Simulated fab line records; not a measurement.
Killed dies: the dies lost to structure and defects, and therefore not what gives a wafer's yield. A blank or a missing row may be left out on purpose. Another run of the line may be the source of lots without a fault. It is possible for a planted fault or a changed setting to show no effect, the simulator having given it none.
Code-filled problem report in 8D (eight disciplines) form / flow nandHarc / the parts of the form that need people (team, actions taken, sign-off) are left out

1. THE ISSUE
runLengthS at NHARC_A_WL_FILL_ETCHBACK_26 reads a mean of 29.7 s on 6 wafers of 2 lots; wafers without a fault read 34.4 s with a standard deviation of 0.43. Relative to the usual mean, that is a shift of -11 standard deviations.
The step: etches the open film in HBr, target depth 52 nm, time 13.3 s.
Seen first at day 25 00:10 on rieSi-04, wafer L120.1. Wafers with a number at this step in the record: 39, from 13 lots. Rule for "out" (also "out of limits"): further than 4 standard deviations from the usual mean. The rest of the wafers with a number are treated as sound.

2. WHAT IT IS AND WHAT IT IS NOT
question=which readings at this step | is=runLengthS | is not=drypumpMotorCurrentA, oesProductAu, throttleValvePct
question=which lots | is=L120, L121 | is not=L114, L116, L117, L118, L124, L130, L132, L133, L134, L135, L136
question=which wafers of those lots | is=all that have a number | is not=-
question=read on which tools | is=rieSi-04 | is not=rieSi-03, rieSi-05
question=when | is=from day 25 00:10 | is not=up to then (12 sound wafers); but 21 sound wafers of L124, L130, L132, L133, L134, L135, L136 came after

3. THE SUSPECTS, EACH WITH WHAT RULES IT OUT
Counting: a tool stays on the suspect list if, at a process step up to the reading, it processed all lots that are out and no sound lot following the first of them.
- aldHk-03 at NHARC_A_WL_FILL_ALD_00 (deposits Al2O3, target thk 3 nm, pulse time 3 s, ald cycles 30): ruled out as a lasting fault. After its first lot that is out, L120 (day 24 03:21), sound lots L133, L135 ran on it.
- rtpAnneal-02 at NHARC_A_WL_FILL_RTA_01 (time 5 s): ruled out as a lasting fault. After its first lot that is out, L120 (day 24 03:35), sound lots L124, L130, L133, L135, L134, L136 ran on it.
- rieSi-04 at NHARC_A_WL_FILL_ETCHBACK_26 (etches the open film in HBr, target depth 52 nm, time 13.3 s): ruled out as a lasting fault. After its first lot that is out, L120 (day 25 00:10), sound lots L130 ran on it.
Left after counting: nothing in the record.

4. THE CAUSE (what the simulator had put in)
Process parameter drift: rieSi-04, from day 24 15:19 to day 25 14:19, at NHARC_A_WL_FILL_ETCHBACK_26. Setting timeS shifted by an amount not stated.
Counting ruled it out, wrongly.

5. SEQUENCE OF EFFECTS, ordered by route
One row per reading whose mean, taken over the struck wafers that have a number, lies over 3 standard deviations from the usual. Readings are gone through only where the record gives a usual standard deviation; hours: the median, over the lots, of the time from a lot's start at the first step in this table giving one to that lot's start at this step; sigmas: the change measured in usual standard deviations.
hours=0; step=NHARC_A_WL_FILL_ETCHBACK_26; reading=runLengthS; usual=34.4 s; on struck wafers=29.7; change=-4.7; sigmas=-11
Its process steps:
- NHARC_A_WL_FILL_ETCHBACK_26: etches the open film in HBr, target depth 52 nm, time 13.3 s.
Readings that are blank on the struck wafers while sound wafers have them: biasW at NHARC_A_WL_FILL_ETCHBACK_26.
Later steps that measure or inspect, where all struck wafers having a row at the step show a number for every such reading and not one has moved that far: NHARC_A_WL_FILL_INSPECT_15.

6. WHAT WOULD HAVE CAUGHT IT SOONER
First out-of-limits reading in this record: day 25 00:10, which is 9 hours after fault onset at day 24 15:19.
